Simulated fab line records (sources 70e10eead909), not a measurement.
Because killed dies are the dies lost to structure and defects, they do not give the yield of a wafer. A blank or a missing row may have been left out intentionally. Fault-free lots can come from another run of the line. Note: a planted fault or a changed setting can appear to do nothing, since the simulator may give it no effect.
fab line records | flow nand-harc | part 1 of 2: steps 1 to 29 of 38
record: lots: 5 wafers: 15 last-day: 32
route steps=1302 shown A_M0@1146 A_M1@1169
lots with no fault: from the same line, run without faults
start-h: hours from the record's opening day to when the first of the lot's shown wafers began | wait-h: hours from the lot's prior step to this one | " same as the row above | L1.1+2: a row that stands for several wafers | - either no value or no given start | * or withheld: withheld | < > ~ a bound
route shown NAME@n: NAME is a module with steps in the file, n the number in the route of the first one | usual: mean/standard deviation taken from wafers without a fault | same: alike in all rows | chamber/n: place in a boat | sites: per-site readings | _std_site: the standard deviation of these | _edge_site: outer sites' mean less inner sites' | radius-mm: how far each site lies from the wafer's centre | mask NAME#n: copy n | behind: the last tool/chamber to shape the wafer | hold: why the lot was held/for how many hours/how that ended | device: which transistor (n, p or np) failed to switch | end of line: the tests these same wafers got at the end of their route | where a step has no rows: the recipe by itself | killed: at the first sort, the dies lost to defects and structure; wafer yield is something else | map: a wafer's dies, marking killed ones x, the rest . and places with no die _
set.NAME: the setting as run; set.NAME@STEP: as run at that earlier step | model.NAME: the simulator's own value behind a step, which no gauge read
lots at selected steps of the route; one table per step, one row per wafer
services: when a tool's chamber went out of use (start-h, in hours from the record's first day, below 0 if earlier), for how many hours, and the reason
== steps ==
step: NHARC_A_M0_DEVELOP_08
recipe: develop-time-s: 35 dev-temp-c: 23
columns lot.wafer tool chamber start-h wait-h
L076.2+3+6 litho-track-06 0 - -
L082.1+2+5 litho-track-04 0 - -
L084.1+3+6 litho-track-01 0 - -
L089.2+3+5 litho-track-06 0 - -
L092.1+2+3 litho-track-06 0 - -
step: NHARC_A_M0_CD_MEAS_09
recipe: target-cd-nm: 80 landing-energy-ev: 500
usual: cd-nm: 80.1/0.71
same: landing-energy-ev: 500
columns lot.wafer tool chamber start-h wait-h cd-nm
L076.2 cd-sem-02 0 547.64 - 81.7
L076.3 " 0 " " 80.6
L076.6 " 0 " " 80.4
L082.1 cd-sem-01 0 616.73 - 79.1
L082.2 " 0 " " 79.6
L082.5 " 0 " " 80.3
L084.1 cd-sem-02 0 631.38 - 79.9
L084.3 " 0 " " 79.8
L084.6 " 0 " " 79.5
L089.2 cd-sem-03 0 661.16 - 80.7
L089.3 " 0 " " 81.5
L089.5 " 0 " " 81.2
L092.1 cd-sem-02 0 719.45 - 78.4
L092.2 " 0 " " 80.9
L092.3 " 0 " " 79.9
step: NHARC_A_M0_OVL_MEAS_10
recipe: pitch-nm: 160
usual: overlay-x-nm: 0.0/0.75 overlay-y-nm: 0.3/0.77
columns lot.wafer tool chamber start-h wait-h overlay-x-nm overlay-y-nm
L076.2 overlay-01 - 547.72 - -0.1 1.3
L076.3 " - " " -0.5 1.2
L076.6 " - " " -0.1 0.8
L082.1 overlay-01 - 616.82 - -0.7 0.5
L082.2 " - " " -0.7 0.0
L082.5 " - " " -0.3 -0.1
L084.1 overlay-01 - 631.46 - 0.6 0.8
L084.3 " - " " -0.1 0.6
L084.6 " - " " 0.0 1.1
L089.2 overlay-01 - 661.25 - -0.6 0.8
L089.3 " - " " -0.7 1.6
L089.5 " - " " -0.6 0.9
L092.1 overlay-02 - 719.54 - -1.2 0.4
L092.2 " - " " -1.2 0.4
L092.3 " - " " -1.5 1.1
step: NHARC_A_M0_INSPECT_11
usual: raw-defect-count: 85/36
columns lot.wafer tool chamber start-h wait-h raw-defect-count
L076.2 defect-inspect-02 - 547.76 0.0 55
L076.3 " - " " 47
L076.6 " - " " 36
L082.1 defect-inspect-01 - 616.86 0.0 151
L082.2 " - " " 124
L082.5 " - " " 152
L084.1 defect-inspect-01 - 631.50 0.0 49
L084.3 " - " " 63
L084.6 " - " " 66
L089.2 defect-inspect-02 - 661.28 0.0 112
L089.3 " - " " 107
L089.5 " - " " 99
L092.1 defect-inspect-01 - 719.57 0.0 30
L092.2 " - " " 24
L092.3 " - " " 20
step: NHARC_A_M0_DESCUM_14
recipe: time-s: 3 o2-flow-sccm: 200 ar-flow-sccm: 0 bias-power-w: 0 chemistry: O2
usual: drypump-motor-current-A: 5.7/0.42 oes-product-au: 1.002/0.011 rf-vpp-V: 57.7/0.88 showerhead-plenum-p-Torr: 1.90/0.099 throttle-valve-pct: 11.311/0.0091
columns lot.wafer tool chamber start-h wait-h drypump-motor-current-A oes-product-au rf-hours-counter-h rf-vpp-V showerhead-plenum-p-Torr throttle-valve-pct
L076.2 rie-diel-07 2 547.82 0.1 5.9 1.005 4.6 58.6 1.96 11.307
L076.3 " 0 " " 5.8 1.013 4.4 58.4 1.99 11.302
L076.6 " 2 " " 5.9 0.998 - 57.5 1.97 11.307
L082.2 rie-diel-07 3 616.93 0.1 5.2 1.006 10.0 58.1 2.04 11.299
L082.1 " 1 " " 6.2 1.021 7.2 58.8 2.02 11.298
L082.5 " 2 " " 5.9 0.997 - 57.8 1.96 11.298
L084.3 rie-diel-01 1 631.57 0.1 6.0 0.994 3.5 57.7 1.79 11.310
L084.1 " 2 " " 5.6 0.998 3.4 58.6 1.79 11.306
L084.6 " 0 " " 5.9 0.985 - 57.3 1.88 11.305
L089.2 rie-diel-07 3 661.34 0.1 5.2 1.000 1.0 58.3 2.04 11.325
L089.3 " 0 " " 5.8 1.012 0.6 57.6 1.99 11.297
L089.5 " 3 " " 5.2 1.007 - 59.1 2.04 11.315
L092.2 rie-diel-01 1 719.63 0.1 5.9 0.985 8.5 57.7 1.79 11.305
L092.1 " 2 " " 5.7 0.987 8.1 57.2 1.79 11.316
L092.3 " 3 " " 6.1 0.998 8.1 56.6 1.80 11.305
step: NHARC_A_M0_ETCH_34
recipe: target-depth-a: 400 overetch-a: 120 time-s: 43.94 ion-energy-ev: 200 n2-flow-sccm: 150 h2-flow-sccm: 150 ar-flow-sccm: 0 rf-w: 400 bias-w: 150 chemistry: N2/H2
usual: drypump-motor-current-A: 5.8/0.42 oes-product-au: 1.003/0.0098 rf-vpp-V: 430/3.1 showerhead-plenum-p-Torr: 2.03/0.11 throttle-valve-pct: 14.170/0.0097
columns lot.wafer tool chamber start-h wait-h drypump-motor-current-A oes-product-au rf-hours-counter-h rf-vpp-V showerhead-plenum-p-Torr throttle-valve-pct
L076.2 rie-diel-07 0 547.91 0.1 5.8 0.999 4.4 432 2.12 14.169
L076.3 " 1 " " 6.2 1.024 3.1 434 2.15 14.163
L076.6 " 0 " " 5.8 1.011 - 434 2.12 14.177
L082.1 rie-diel-07 3 617.01 0.1 5.2 1.011 10.0 434 2.18 14.181
L082.2 " 0 " " 5.8 1.007 7.7 432 2.12 14.177
L082.5 " 3 " " 5.2 1.006 - 434 2.18 14.160
L084.1 rie-diel-01 3 631.65 0.1 6.0 1.012 3.4 427 1.91 14.159
L084.3 " 0 " " 5.9 0.988 2.7 430 2.00 14.178
L084.6 " 3 " " 6.0 1.013 - 428 1.91 14.155
L089.3 rie-diel-07 3 661.44 0.1 5.2 1.004 1.0 434 2.18 14.163
L089.2 " 0 " " 5.8 1.014 0.6 434 2.12 14.176
L089.5 " 2 " " 5.9 1.003 - 431 2.09 14.150
L092.3 rie-diel-01 1 719.74 0.1 6.0 0.998 8.5 427 1.90 14.149
L092.1 " 2 " " 5.6 0.997 8.1 426 1.90 14.181
L092.2 " 3 " " 6.0 0.997 8.1 426 1.91 14.179
step: NHARC_A_M0_ETCH_15
recipe: target-depth-a: 1500 overetch-a: 150 time-s: 82.5 c4f8-flow-sccm: withheld ar-flow-sccm: 400 rf-w: 600 bias-w: 300 chemistry: C4F8/Ar
usual: oes-product-au: 0.952/0.025 rf-vpp-V: 441/3.1
columns lot.wafer tool chamber start-h wait-h oes-product-au rf-hours-counter-h rf-vpp-V
L076.2 rie-diel-07 3 - - 0.968 5 444
L076.3 " 0 " " 0.990 4 443
L076.6 " 3 " " 0.965 - 444
L082.1 rie-diel-07 3 - - 0.931 10 444
L082.2 " 1 " " 0.941 7 443
L082.5 " 0 " " 0.930 - 444
L084.1 rie-diel-01 0 - - 0.952 3 440
L084.3 " 2 " " 0.974 3 437
L084.6 " 3 " " 0.978 - 438
L089.3 rie-diel-07 2 - - 0.973 1 441
L089.2 " 3 " " 0.966 1 444
L089.5 " 2 " " 0.970 - 442
L092.2 rie-diel-01 3 - - 0.921 8 437
L092.3 " 1 " " 0.919 9 437
L092.1 " 2 " " 0.916 8 437
step: NHARC_A_M0_CD_MEAS_16
usual: cd-nm: 80.1/0.84
columns lot.wafer tool chamber start-h wait-h cd-nm
L076.2 cd-sem-01 - 548.12 - 82.2
L076.3 " - " " 80.1
L076.6 " - " " 80.7
L082.1 cd-sem-01 - 617.22 - 79.8
L082.2 " - " " 79.2
L082.5 " - " " 80.0
L084.1 cd-sem-03 - 631.86 - 80.2
L084.3 " - " " 80.0
L084.6 " - " " 79.8
L089.2 cd-sem-01 - 661.64 - 80.6
L089.3 " - " " 81.2
L089.5 " - " " 81.3
L092.1 cd-sem-02 - 719.98 - 79.2
L092.2 " - " " 80.8
L092.3 " - " " 78.4
step: NHARC_A_M0_STRIP_18
recipe: power-w: 1000 n2-flow-sccm: 150 h2-flow-sccm: 150 ar-flow-sccm: 0 bias-w: 0 chemistry: N2/H2
usual: drypump-motor-current-A: 5.8/0.46 oes-product-au: 1.002/0.0092 rf-vpp-V: 90.5/1 showerhead-plenum-p-Torr: 2.00/0.098 throttle-valve-pct: 14.172/0.0085
columns lot.wafer tool chamber start-h wait-h drypump-motor-current-A oes-product-au rf-hours-counter-h rf-vpp-V showerhead-plenum-p-Torr throttle-valve-pct
L076.3 rie-diel-07 2 548.19 0.1 5.8 0.998 4.7 90.6 2.10 14.159
L076.2 " 1 " " 6.2 1.016 3.2 92.4 2.15 14.181
L076.6 " 3 " " 5.2 0.997 - 91.7 2.18 14.182
L082.1 rie-diel-01 1 617.32 0.1 5.9 0.997 2.8 89.9 1.90 14.170
L082.2 " 2 " " 5.7 1.007 2.7 91.0 1.90 14.172
L082.5 " 1 " " 5.9 0.988 - 89.4 1.90 14.179
L084.1 rie-diel-07 3 631.94 0.1 5.2 1.000 10.7 91.1 2.18 14.170
L084.3 " 1 " " 6.2 1.025 8.1 92.3 2.15 14.171
L084.6 " 3 " " 5.2 1.008 - 91.6 2.18 14.183
L089.2 rie-diel-01 1 661.72 0.1 5.9 0.987 6.2 89.5 1.90 14.169
L089.3 " 0 " " 6.0 0.994 5.2 90.1 2.00 14.175
L089.5 " 1 " " 6.0 0.988 - 89.7 1.90 14.169
L092.2 rie-diel-01 1 720.05 0.1 5.9 0.990 8.6 88.1 1.90 14.180
L092.1 " 2 " " 5.6 0.993 8.2 90.3 1.90 14.159
L092.3 " 3 " " 6.0 0.998 8.2 89.3 1.91 14.173
step: NHARC_A_M0_STRIP_19
recipe: time-s: 600 temp-c: 30 chemistry: post-etch-residue-remover
columns lot.wafer tool chamber start-h wait-h
L076.3+2+6 wet-bench-02 5,7,1 548.47 -
L082.5+2+1 wet-bench-01 2,6,7 617.57 -
L084.6+3+1 wet-bench-02 2,4,5 632.22 -
L089.5+3+2 wet-bench-02 5,6,0 662.01 -
L092.2+3+1 wet-bench-03 4,5,7 720.39 -
step: NHARC_A_M0_DEGAS_28
recipe: temp-c: 250 time-s: 60
usual: heater-power-w: 315/27
columns lot.wafer tool chamber start-h wait-h heater-power-w
L076.2 pvd-sputter-01 - 548.74 - 326
L076.3 " - " " 313
L076.6 " - " " 334
L082.2 pvd-sputter-01 - 617.84 - 314
L082.1 " - " " 265
L082.5 " - " " 265
L084.3 pvd-sputter-03 - 632.49 - 275
L084.1 " - " " 308
L084.6 " - " " 355
L089.2 pvd-sputter-03 - 662.28 - 298
L089.3 " - " " 349
L089.5 " - " " 282
L092.3 pvd-sputter-03 - 720.64 - 302
L092.1 " - " " 341
L092.2 " - " " 279
step: NHARC_A_M0_PRE_CLEAN_29
recipe: time-s: 30 temp-c: 280 gas: H2/He
usual: heater-power-w: 389/34
columns lot.wafer tool chamber start-h wait-h heater-power-w
L076.3 pvd-sputter-01 - - - 412
L076.2 " - " " 385
L076.6 " - " " 422
L082.2 pvd-sputter-01 - - - 326
L082.1 " - " " 432
L082.5 " - " " 386
L084.3 pvd-sputter-03 - - - 336
L084.1 " - " " 371
L084.6 " - " " 344
L089.2 pvd-sputter-03 - - - 430
L089.3 " - " " 369
L089.5 " - " " 353
L092.1 pvd-sputter-03 - - - 367
L092.3 " - " " 351
L092.2 " - " " 421
step: NHARC_A_M0_PVD_20
recipe: target-thk-a: 50 bias-v: 168.6 power-w: 15000 chamber-pressure-pa: 0.12 time-s: 8.06 substrate-temp-c: 50 material: TaN
usual: throttle-valve-pct: 29.8/1
columns lot.wafer tool chamber start-h wait-h throttle-valve-pct
L076.2 pvd-sputter-01 - - - 30.8
L076.3 " - " " 29.4
L076.6 " - " " 30.7
L082.2 pvd-sputter-01 - - - 30.7
L082.1 " - " " 28.0
L082.5 " - " " 30.3
L084.1 pvd-sputter-03 - - - 29.1
L084.3 " - " " 29.1
L084.6 " - " " 30.0
L089.2 pvd-sputter-03 - - - 30.0
L089.3 " - " " 29.8
L089.5 " - " " 30.2
L092.2 pvd-sputter-03 - - - 29.6
L092.1 " - " " 29.0
L092.3 " - " " 30.7
step: NHARC_A_M0_PVD_21
recipe: target-thk-a: 300 chamber-pressure-pa: 5 power-w: 5000 substrate-temp-c: 30 time-s: 20.49 material: Cu
usual: throttle-valve-pct: 29.9/1.1
columns lot.wafer tool chamber start-h wait-h throttle-valve-pct
L076.3 pvd-sputter-01 - - - 29.5
L076.2 " - " " 30.7
L076.6 " - " " 29.4
L082.1 pvd-sputter-01 - - - 28.0
L082.2 " - " " 29.2
L082.5 " - " " 30.6
L084.3 pvd-sputter-03 - - - 29.9
L084.1 " - " " 29.1
L084.6 " - " " 29.9
L089.3 pvd-sputter-03 - - - 29.5
L089.2 " - " " 29.2
L089.5 " - " " 28.9
L092.2 pvd-sputter-03 - - - 29.7
L092.3 " - " " 30.6
L092.1 " - " " 30.0
step: NHARC_A_M0_ECD_22
recipe: target-thk-a: 4000 bath-temp-c: 25 material: Cu
columns lot.wafer tool chamber start-h wait-h
L076.2+3+6 ecd-cu-02 0,1,0 549.15 -
L082.1+2+5 ecd-cu-02 1,0,1 618.19 -
L084.1+3+6 ecd-cu-01 1,0,1 632.85 -
L089.2+3+5 ecd-cu-02 0,1,1 662.69 -
L092.2+1+3 ecd-cu-02 0,1,0 721.00 -
step: NHARC_A_M0_ANNEAL_30
recipe: temp-c: 225 time-s: 90
usual: wafer_temp_C_max: 225.81/0.25
columns lot.wafer tool chamber start-h wait-h wafer_temp_C_max
L076.2 rtp-anneal-01 0 549.53 0.3 225.66
L076.3 " 0 " " 225.57
L076.6 " 0 " " 225.81
L082.1 rtp-anneal-02 0 618.57 0.3 225.80
L082.2 " 0 " " 226.21
L082.5 " 0 " " 226.11
L084.1 rtp-anneal-01 0 633.24 0.3 225.50
L084.3 " 0 " " 225.70
L084.6 " 0 " " 225.44
L089.2 rtp-anneal-01 0 663.07 0.3 225.46
L089.3 " 0 " " 225.50
L089.5 " 0 " " 225.55
L092.1 rtp-anneal-02 0 721.41 0.3 225.89
L092.2 " 0 " " 225.82
L092.3 " 0 " " 225.86
step: NHARC_A_M0_CMP_23
recipe: t-overpolish-s: 20 target-thk-nm: 113.75
usual: motor-current-A: 11.8/1 retaining-ring-pressure-frac: 0.999/0.0052 time-to-endpoint-s: 29.8/2.7
columns lot.wafer tool chamber start-h wait-h motor-current-A retaining-ring-pressure-frac time-to-endpoint-s
L076.2 cmp-04 0 549.82 - 12.0 1.006 23.2
L076.3 " 1 " " 11.8 0.997 29.0
L076.6 " 0 " " 11.9 0.995 26.4
L082.1 cmp-04 3 618.92 - 13.0 0.992 29.4
L082.2 " 1 " " 12.3 0.994 37.8
L082.5 " 0 " " 12.0 1.003 31.2
L084.1 cmp-03 1 633.59 - 10.8 0.998 34.9
L084.3 " 2 " " 13.0 1.007 34.7
L084.6 " 1 " " 10.3 0.998 36.9
L089.3 cmp-04 1 663.40 - 12.1 0.999 33.0
L089.2 " 3 " " 13.9 1.004 29.4
L089.5 " 0 " " 11.5 0.989 28.5
L092.1 cmp-01 3 721.76 - 9.4 1.001 28.8
L092.2 " 1 " " 12.8 0.994 28.0
L092.3 " 2 " " 12.4 0.990 30.7
step: NHARC_A_M0_THK_MEAS_24
recipe: thk-meas-gauge: xrf
usual: thk-nm: 114.3/1.6
columns lot.wafer tool chamber start-h wait-h thk-nm
L076.2 film-metro-02 - 550.14 - 112.5
L076.3 " - " " 115.3
L076.6 " - " " 114.2
L082.1 film-metro-01 - 619.24 - 112.7
L082.2 " - " " 116.0
L082.5 " - " " 116.5
L084.1 film-metro-02 - 633.90 - 115.2
L084.3 " - " " 113.7
L084.6 " - " " 116.2
L089.2 film-metro-01 - 663.69 - 111.6
L089.3 " - " " 115.2
L089.5 " - " " 111.0
L092.1 film-metro-02 - 722.07 - 115.8
L092.2 " - " " 115.9
L092.3 " - " " 114.6
step: NHARC_A_M0_SRD_25
columns lot.wafer tool chamber start-h wait-h
L076.2+3+6 wet-bench-08 4,7,0 550.18 0.0
L082.1+5+2 wet-bench-10 2,3,5 619.29 0.0
L084.6+3+1 wet-bench-10 3,6,7 633.95 0.0
L089.5+2+3 wet-bench-08 1,4,5 663.73 0.0
L092.1+3+2 wet-bench-10 6,1,3 722.11 0.0
step: NHARC_A_M0_INSPECT_27
usual: raw-defect-count: 513/130
columns lot.wafer tool chamber start-h wait-h raw-defect-count
L076.2 defect-inspect-02 - 550.30 0.0 481
L076.3 " - " " 400
L076.6 " - " " 366
L082.1 defect-inspect-02 - 619.39 0.0 557
L082.2 " - " " 483
L082.5 " - " " 551
L084.1 defect-inspect-01 - 634.06 0.0 337
L084.3 " - " " 423
L084.6 " - " " 451
L089.2 defect-inspect-01 - 663.85 0.0 485
L089.3 " - " " 701
L089.5 " - " " 335
L092.1 defect-inspect-02 - 722.26 0.0 287
L092.2 " - " " 542
L092.3 " - " " 339
step: NHARC_A_M0_PRE_CLEAN_31
recipe: time-s: 12 temp-c: 370 rf-power-w: 300 gas: NH3
usual: heater-power-w: 650/66
columns lot.wafer tool chamber start-h wait-h heater-power-w
L076.3 pecvd-01 1 550.49 0.2 669
L076.2 " 2 " " 707
L076.6 " 0 " " 620
L082.1 pecvd-03 2 619.46 0.1 611
L082.2 " 1 " " 700
L082.5 " 2 " " 596
L084.1 pecvd-01 0 634.14 0.1 581
L084.3 " 1 " " 641
L084.6 " 2 " " 635
L089.3 pecvd-01 2 663.93 0.1 679
L089.2 " 0 " " 645
L089.5 " 1 " " 590
L092.1 pecvd-04 2 722.32 0.1 626
L092.3 " 0 " " 700
L092.2 " 1 " " 644
step: NHARC_A_M0_DEP_32
recipe: target-thk-a: 300 temp-c: 370 target-thk-nm: 30 pressure-torr: 3 flow-sccm: 200 rf-w: 450 material: SiCN
usual: heater-power-w: 601/71
columns lot.wafer tool chamber start-h wait-h heater-power-w
L076.3 pecvd-01 1 550.57 0.1 600
L076.2 " 2 " " 644
L076.6 " 0 " " 507
L082.1 pecvd-03 2 619.54 0.1 567
L082.2 " 1 " " 635
L082.5 " 2 " " 542
L084.1 pecvd-01 0 634.25 0.1 491
L084.3 " 1 " " 559
L084.6 " 2 " " 647
L089.3 pecvd-01 2 664.04 0.1 551
L089.2 " 0 " " 560
L089.5 " 1 " " 594
L092.1 pecvd-04 2 722.40 0.1 646
L092.3 " 0 " " 683
L092.2 " 1 " " 672
step: NHARC_A_M1_DEP_00
recipe: target-thk-a: 1825 target-thk-nm: 182.5 temp-c: withheld pressure-torr: 5 flow-sccm: 200 rf-w: 600 material: SiOC
columns lot.wafer tool chamber start-h wait-h
L076.2+3+6 pecvd-04 2,0,0 551.17 -
L082.1+2+5 pecvd-04 1,2,2 620.00 -
L084.3+1+6 pecvd-01 1,2,1 - -
L089.3+2+5 pecvd-04 2,0,2 664.40 -
L092.2+1+3 pecvd-01 2,0,1 722.82 -
step: NHARC_A_M1_DEHYDRATE_01
recipe: temp-c: 150 time-s: 120
columns lot.wafer tool chamber start-h wait-h
L076.2+3+6 litho-track-06 0 551.53 -
L082.1+2+5 litho-track-04 0 620.36 -
L084.1+3+6 litho-track-04 0 635.01 -
L089.2+3+5 litho-track-01 0 664.82 -
L092.1+2+3 litho-track-01 0 723.22 -
step: NHARC_A_M1_HMDS_02
recipe: time-s: 30
columns lot.wafer tool chamber start-h wait-h
L076.2+3+6 litho-track-06 0 - -
L082.1+2+5 litho-track-04 0 - -
L084.1+3+6 litho-track-04 0 - -
L089.2+3+5 litho-track-01 0 - -
L092.1+2+3 litho-track-01 0 - -
step: NHARC_A_M1_COAT_34
recipe: temp-c: 200 time-s: 65
columns lot.wafer tool chamber start-h wait-h
L076.2+3+6 litho-track-06 0 - -
L082.1+2+5 litho-track-04 0 - -
L084.1+3+6 litho-track-04 0 - -
L089.2+3+5 litho-track-01 0 - -
L092.1+2+3 litho-track-01 0 - -
step: NHARC_A_M1_COAT_03
recipe: spin-rpm: 1500 resist-thk-nm: 90
columns lot.wafer tool chamber start-h wait-h
L076.2+3+6 litho-track-06 0 - -
L082.1+2+5 litho-track-04 0 - -
L084.1+3+6 litho-track-04 0 - -
L089.2+3+5 litho-track-01 0 - -
L092.1+2+3 litho-track-01 0 - -
step: NHARC_A_M1_SOFTBAKE_04
recipe: temp-c: 105 time-s: 55
columns lot.wafer tool chamber start-h wait-h
L076.2+3+6 litho-track-06 0 - -
L082.1+2+5 litho-track-04 0 - -
L084.1+3+6 litho-track-04 0 - -
L089.2+3+5 litho-track-01 0 - -
L092.1+2+3 litho-track-01 0 - -
step: NHARC_A_M1_EBR_05
columns lot.wafer tool chamber start-h wait-h
L076.2+3+6 litho-track-06 0 - -
L082.1+2+5 litho-track-04 0 - -
L084.1+3+6 litho-track-04 0 - -
L089.2+3+5 litho-track-01 0 - -
L092.1+2+3 litho-track-01 0 - -
